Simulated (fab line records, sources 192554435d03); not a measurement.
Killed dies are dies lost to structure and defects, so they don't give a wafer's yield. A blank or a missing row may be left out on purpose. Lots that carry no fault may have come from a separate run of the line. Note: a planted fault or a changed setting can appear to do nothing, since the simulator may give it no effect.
A lot that was struck, set against a sound lot + flow n5Finfet + 16 steps out of a route of 1938
Sound: the wafers L159.1, L159.4, L159.6. Struck: wafer L168.1. The cause comes at the end.
At each step with rows: each side's tool, then ch and its chambers, then its first start. Under that, the readings that differ: sound wafers + struck wafers + difference of the means + sigmas: that difference in standard deviations of wafers without a fault.
alike: readings with means less than 2 such deviations apart, plus words and numbers identical on both sides. not compared: withheld readings, readings lacking a value on some wafer, bounds such as >300 that could conceal the same value, and numbers that have no deviation in the record and whose values overlap.
Wherever a step has rows on one side only, a row that says differs or no value, or a row with sigmas, the two part there. Numbers that don't overlap but have no deviation are shown without sigmas and don't part them. Lack of a reading on every wafer of one side parts them only where that side has two or more wafers.

N5_SD_EPI_N_OVL_MEAS_10:
  sound on overlay-02 ch 0, day 4 02:18; struck on overlay-02 ch 0, day 6 09:04
  alike: SD_N_BLK_OVL
N5_SD_EPI_N_INSPECT_11: inspects for defects (macro).
  struck on defectInspect-02, day 6 09:05; sound on defectInspect-02, day 4 02:19
  alike: rawDefectCount
N5_SD_EPI_N_DESCUM_14: chemistry O2, time 7.9 s.
  sound on rieDiel-03 ch 2,3, day 4 02:22; struck on rieDiel-05 ch 2, day 6 09:07
| reading                      | sound             | struck | difference | sigmas |
|------------------------------|-------------------|--------|------------|--------|
| showerheadPlenumPTorr (Torr) | 1.97 2.10 1.97    | 2.17   | +0.16      | +2     |
| throttleValvePct (%)         | 20.92 20.42 20.93 | 20.25  | -0.51      | -3     |
  alike: drypumpMotorCurrentA, oesProductAu, rfVppV
  not compared: rfHoursCounterH
then, 1 step without rows for these wafers: N5_SD_EPI_N_ETCH_34 (etches SiARC in CF4, target depth 45.5 nm, time 75.8 s).
N5_SD_EPI_N_ETCH_35: etches SOC in N2/H2, overetch 108 nm, time 486 s.
  sound on rieDiel-03 ch 2,3, day 4 02:27; struck on rieDiel-05 ch 2, day 6 09:13
| reading              | sound             | struck | difference | sigmas |
|----------------------|-------------------|--------|------------|--------|
| rfVppV (V)           | 238.6 238.7 238.7 | 242.3  | +3.6       | +3     |
| throttleValvePct (%) | 24.5 23.7 24.5    | 23.4   | -0.8       | -3     |
  alike: drypumpMotorCurrentA, oesProductAu, showerheadPlenumPTorr
  not compared: rfHoursCounterH
then, 1 step without rows for these wafers: N5_SD_EPI_N_STRIP_36 (strips in N2/H2).
N5_SD_EPI_N_ETCHBACK_44: etches SiNx in CH3F/O2, stops on SiO2, target depth 14.5 nm.
  sound on rieDiel-03 ch 2,3, day 4 02:46; struck on rieDiel-05 ch 2, day 6 09:32
| reading              | sound             | struck | difference | sigmas |
|----------------------|-------------------|--------|------------|--------|
| rfVppV (V)           | 292 293 295       | 300    | +7         | +2     |
| throttleValvePct (%) | 16.84 16.32 16.83 | 16.16  | -0.50      | -3     |
  alike: drypumpMotorCurrentA, oesProductAu, showerheadPlenumPTorr
  not compared: rfHoursCounterH
N5_SD_EPI_N_ETCH_45: etches SiOCN in CH3F/O2, target depth 6 nm.
  sound on rieDiel-03 ch 2,3, day 4 02:52; struck on rieDiel-05 ch 2, day 6 09:38
| reading              | sound             | struck | difference | sigmas |
|----------------------|-------------------|--------|------------|--------|
| throttleValvePct (%) | 23.85 23.33 23.84 | 23.01  | -0.66      | -3     |
  alike: drypumpMotorCurrentA, oesProductAu, rfVppV, showerheadPlenumPTorr
  not compared: rfHoursCounterH
N5_SD_EPI_N_ETCH_16: etches SiO2 in CHF3/O2, target depth 5 nm.
  sound on rieDiel-03 ch 2,3, day 4 02:58; struck on rieDiel-05 ch 2, day 6 09:44
| reading              | sound             | struck | difference | sigmas |
|----------------------|-------------------|--------|------------|--------|
| throttleValvePct (%) | 19.37 18.85 19.38 | 18.70  | -0.50      | -2     |
  alike: drypumpMotorCurrentA, oesProductAu, rfVppV, showerheadPlenumPTorr
  not compared: rfHoursCounterH
then, 3 steps without rows for these wafers: N5_SD_EPI_N_STRIP_47 (strips in CHF3/O2); N5_SD_EPI_N_SD_RECESS_17 (chemistry HBr/Cl2/O2, target depth 41 nm, time 23.7 s, bt time 3 s); N5_SD_EPI_N_STRIP_38 (strips in N2/H2).
N5_SD_EPI_N_WET_ETCH_43: etches SiO2 in dHF, time 14 s, target depth 1.5 nm.
  sound on wetBench-05 ch 1,3,6, day 4 03:14; struck on wetBench-05 ch 2, day 6 09:59
| reading                                 | sound       | struck | difference | sigmas |
|-----------------------------------------|-------------|--------|------------|--------|
| model.SiNx_of_SPACER0_ALD_08.thkNm (nm) | 1.6 1.6 1.6 | 1.8    | +0.2       |        |
then, 1 step without rows for these wafers: N5_SD_EPI_N_STRIP_18 (strips in SPM, time 750 s).
-- the record jumps here: 6 days lie between the struck wafers' starts before and after (it left off in module SD_EPI_N and takes up again in module BEOL_M4, whose first step shown is number 1111 of the route) --
N5_BEOL_M4_RC_MEAS_101:
  sound on prober-01 ch 0, day 10 05:46; struck on prober-01 ch 0, day 12 11:01
| reading       | sound          | struck | difference | sigmas |
|---------------|----------------|--------|------------|--------|
| DIBL_N (mV/V) | 35.4 33.7 35.0 | 39.2   | +4.5       | +3     |
  alike: DIBL_P, IOFF_N, IOFF_P, ION_N, ION_P, SS_N, SS_P, VT_N, VT_P
next, for these wafers, 1 step has no rows: N5_PASSIVATION_PROBE_49.

WHERE THEY PART
Earliest at N5_SD_EPI_N_DESCUM_14; latest, in this record, at N5_BEOL_M4_RC_MEAS_101.

WHY: what had been put in by the simulator
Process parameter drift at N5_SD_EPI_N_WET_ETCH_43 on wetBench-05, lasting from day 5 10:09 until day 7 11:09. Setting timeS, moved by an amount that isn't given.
